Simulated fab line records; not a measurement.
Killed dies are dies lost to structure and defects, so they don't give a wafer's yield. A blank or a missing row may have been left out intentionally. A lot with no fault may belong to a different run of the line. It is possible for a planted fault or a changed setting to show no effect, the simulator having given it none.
A lot that was struck, set against a sound lot ; flow n5 finfet ; 39 steps out of a route of 1938
Sound: wafers L715.1, L715.3, L715.6. Struck: wafer L699.1 (left out: L699.3, L699.5 of the same lot, which were not struck); the cause appears at the end.
Each step with rows lists, per side, the tool, then ch with its chambers, then its first start. Under that, the readings that differ: sound wafers ; struck wafers ; difference of the means ; sigmas: that difference in standard deviations of wafers without a fault.
alike: readings whose means differ by less than 2 such deviations, and words and numbers that are the same on both sides. not compared: withheld readings, readings that some wafer has no value for, bounds like >300 that may hide the same value, and numbers for which the record gives no deviation and whose values overlap.
A row with sigmas, a row that says differs or no value, or rows on one side alone: a step with any of these is where the two part. Numbers that don't overlap but have no deviation are shown without sigmas and don't part them. A reading missing from all wafers of one side parts the sides only when that side holds two or more wafers.

first, 9 steps without rows for these wafers: N5_HKMG_FIN_PEB_10 (peb time 60 s); N5_HKMG_FIN_DEVELOP_11 (develop time 30 s); N5_HKMG_FIN_DESCUM_17 (chemistry O2, time 7.9 s); N5_HKMG_FIN_ETCH_31 (etches SiARC in CF4, target depth 45.5 nm, time 75.8 s); N5_HKMG_FIN_ETCH_32 (etches SOC in N2/H2, target depth 240 nm, time 300 s); N5_HKMG_FIN_STRIP_33 (strips in N2/H2); N5_HKMG_FIN_STRIP_34 (strips in CF4); N5_HKMG_FIN_ETCH_35 (etches SOC in N2/H2, target depth 215.8 nm, time 243.4 s); N5_HKMG_FIN_STRIP_92 (strips SOC in N2/H2, time 20 s).
N5_HKMG_FIN_WET_ETCH_18: etches TiN in SC1, time 55 s, target depth 5.2 nm, rinse time 30 s.
  sound on wet bench-01 ch 1,4,7, day 9 19:37; struck on wet bench-05 ch 2, day 5 20:52
reading;sound;struck;difference;sigmas
diw flow mL min;1067 1066 1065;1073;+7;+2
then, 27 steps without rows for these wafers: N5_HKMG_FIN_STRIP_19 (strips in N2/H2, time 360 s); N5_HKMG_FIN_ALD_91 (deposits TiN, target thk 1 nm, pulse time 1 s, purge time 3 s); N5_HKMG_FIN_COAT_85 (time 60 s, resist thk 300 nm); N5_HKMG_FIN_ETCH_86 (etches SOC in N2/H2, stops on TiN, target depth 393.2 nm); N5_HKMG_FIN_STRIP_89 (strips SOC in N2/H2, time 20 s); N5_HKMG_FIN_WET_ETCH_87 (etches TiN in SC1, time 154.2 s, target depth 4.7 nm, rinse time 30 s); N5_HKMG_FIN_STRIP_88 (strips in N2/H2, time 360 s); N5_HKMG_FIN_NWFM_ALD_20 (deposits TiAlC, target thk 2 nm, pulse time 3 s, purge time 2 s); N5_HKMG_FIN_ALD_71 (deposits TiN, target thk 1 nm, pulse time 1 s, purge time 3 s); N5_HKMG_FIN_COAT_66 (time 60 s, resist thk 300 nm); N5_HKMG_FIN_ETCH_67 (etches SOC in N2/H2, stops on TiN, target depth 388.9 nm); N5_HKMG_FIN_STRIP_90 (strips SOC in N2/H2, time 20 s); N5_HKMG_FIN_WET_ETCH_73 (etches the open film in SC1, time 42.3 s, target depth 1.3 nm, rinse time 30 s); N5_HKMG_FIN_ETCHBACK_68 (etches the open film in Cl2/Ar, stops on HfO2, target depth 0.5 nm); N5_HKMG_FIN_STRIP_69 (strips in N2/H2, time 360 s); N5_HKMG_FIN_ALD_21 (deposits TiN, target thk 1.5 nm, pulse time 1 s, purge time 3 s); N5_HKMG_FIN_ALD_72 (deposits W, target thk 2 nm, pulse time 1 s, purge time 2 s); N5_HKMG_FIN_W_FILL_22 (material W, target thk 60 nm, time 18.2 s); N5_HKMG_FIN_PRECLEAN_83 (cleans in DIW, time 57.5 s); N5_HKMG_FIN_SRD_84 (dry time 32 s); N5_HKMG_FIN_CMP_23 (polishes, stops on SiNx, t overpolish 10 s, target thk 46.326 nm); N5_HKMG_FIN_CMP_94 (polishes, stops on SiNx, t overpolish 4.7 s, target thk 43.299 nm); N5_GATE_CUT_ETCHBACK_00 (etches W in SF6/Cl2); N5_GATE_CUT_ETCH_56 (etches TiN in Cl2/Ar, target depth 21.6 nm); N5_GATE_CUT_ETCHBACK_30 (etches TiN in Cl2/Ar, target depth 3 nm); N5_GATE_CUT_VAPOR_ETCH_60 (etches HfO2 in BCl3/Cl2); N5_GATE_CUT_ETCH_58 (etches SiNx in CH3F/O2, target depth 17 nm, time 128.6 s).
-- record jumps: 4 days separate the struck wafers' starts on either side; left off in module GATE_CUT, taken up again in module BEOL_M4, whose first shown step is the route's number 1111 --
N5_BEOL_M4_RC_MEAS_101:
  sound on prober-01 ch 0, day 14 08:14; struck on prober-01 ch 0, day 9 23:41
reading;sound;struck;difference;sigmas
IOFF_N (nA/um);0.123 0.141 0.184;0.028;-0.121;-6
IOFF_N_85C (nA/um);2.5 2.8 3.5;0.7;-2.2;-6
IOFF_N_LIN (nA/um);0.060 0.068 0.083;0.014;-0.056;-7
IOFF_N_LONG (nA/um);5.33e-05 5.46e-05 5.44e-05;2.59e-05;-2.82e-05;-13
ION_N (uA/um);658 672 674;561;-107;-12
VT_N (mV);252.7 252.4 247.9;295.9;+44.9;+17
VT_N_LONG (mV);274.7 274.0 276.6;318.9;+43.8;+21
VT_N_LVT (mV);102.2 101.8 97.8;145.5;+44.9;+15
  alike: DIBL_N, DIBL_P, IOFF_P, ION_P, SS_N, SS_P, VT_P
-- here the record skips 5 days between the struck wafers' starts before and after, leaving off in module BEOL_M4 and picking up in module PASSIVATION (first step shown: number 1936 of the route) --
N5_PASSIVATION_PROBE_49:
  sound on prober-02, day 18 20:10; struck on prober-02, day 14 17:10
reading;sound;struck;difference;sigmas
defect limited yield (%);92.6 92.5 93.1;89.6;-3.1;-2
killed at front end;32 30 32;63;+32;+3
killed dies;87 89 82;123;+37;+2
killed on rim;9 10 9;19;+10;+2
killed short;26 22 30;42;+16;+2
sort_bin_5_function (%);4.0 4.2 4.2;6.4;+2.3;+3
sort_bin_8_speed (%);0 0 0;89.58;+89.58;
sort n pass;1093 1091 1098;0;-1094;-68
sort yield pct (%);92.6 92.5 93.1;0;-93;-66
  alike: killed_at_M0_to_M3, killed_at_M4_up, killed at contacts, killed at other, killed open, sort_bin_6_memory

## WHERE THEY PART
At N5_HKMG_FIN_WET_ETCH_18 first; at N5_PASSIVATION_PROBE_49 last (within this record only).

WHY: what the simulator had put in
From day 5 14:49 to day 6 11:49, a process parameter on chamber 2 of wet bench-05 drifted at N5_HKMG_FIN_WET_ETCH_18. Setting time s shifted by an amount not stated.
